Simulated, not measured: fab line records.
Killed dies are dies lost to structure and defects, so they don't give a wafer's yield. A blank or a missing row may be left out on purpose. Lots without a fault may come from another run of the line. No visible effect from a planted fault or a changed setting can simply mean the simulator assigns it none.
Chamber matching | flow n5 finfet | rie diel-02 running N5_BEOL_M12_VIA_ETCH_16: 3 sister chambers
The step etches SiOC in C4F8/O2/Ar, target depth 724.8 nm. 6 wafers are shown with their chamber, then 7 later ones without.

WAFERS WITH THEIR CHAMBER
wafer  | chamber | showerhead plenum p Torr (Torr) | drypump motor current A (A)
L088.1 | 3       | 3.52                            | 5.2
L089.5 | 2       | 3.32                            | 5.6
L089.6 | 3       | 3.52                            | 5.2
L093.1 | 2       | 3.31                            | 5.7
L093.6 | 1       | 3.32                            | 5.8
L095.1 | 1       | 3.32                            | 5.9

WAFERS WITHOUT THEIR CHAMBER
wafer  | showerhead plenum p Torr (Torr) | drypump motor current A (A)
L095.2 | 3.31                            | 5.7
L096.1 | 3.31                            | 5.9
L096.5 | 3.32                            | 5.9
L096.6 | 3.30                            | 5.7
L097.2 | 3.51                            | 5.2
L097.5 | 3.30                            | 5.6
L097.6 | 3.51                            | 5.2

CHAMBER TAKEN BY EACH
wafer  | from the rows above     | in truth
L095.2 | 2                       | 2
L096.1 | can't be placed: 1 or 2 | 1
L096.5 | 1                       | 1
L096.6 | can't be placed: 2 or 1 | 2
L097.2 | 3                       | 3
L097.5 | 2                       | 2
L097.6 | 3                       | 3
Placed correctly: 5 of 7. These rows do not allow placing 2 (true chamber among the candidates in 2). 0 placed wrongly.
How it was worked out, from the rows above alone: a wafer's distance from a chamber is the root of the sum, over the readings, of the square of ((its reading less the chamber's mean) divided by the reading's scatter). If the next closest chamber is less than 2 further off than the closest, the wafer can't be placed; otherwise it belongs to the closest. Each chamber's mean is taken over the wafers shown for it. The scatter is the square root of a quotient: the sum, over the shown wafers, of each reading's squared deviation from its chamber's mean, divided by wafers minus chambers.
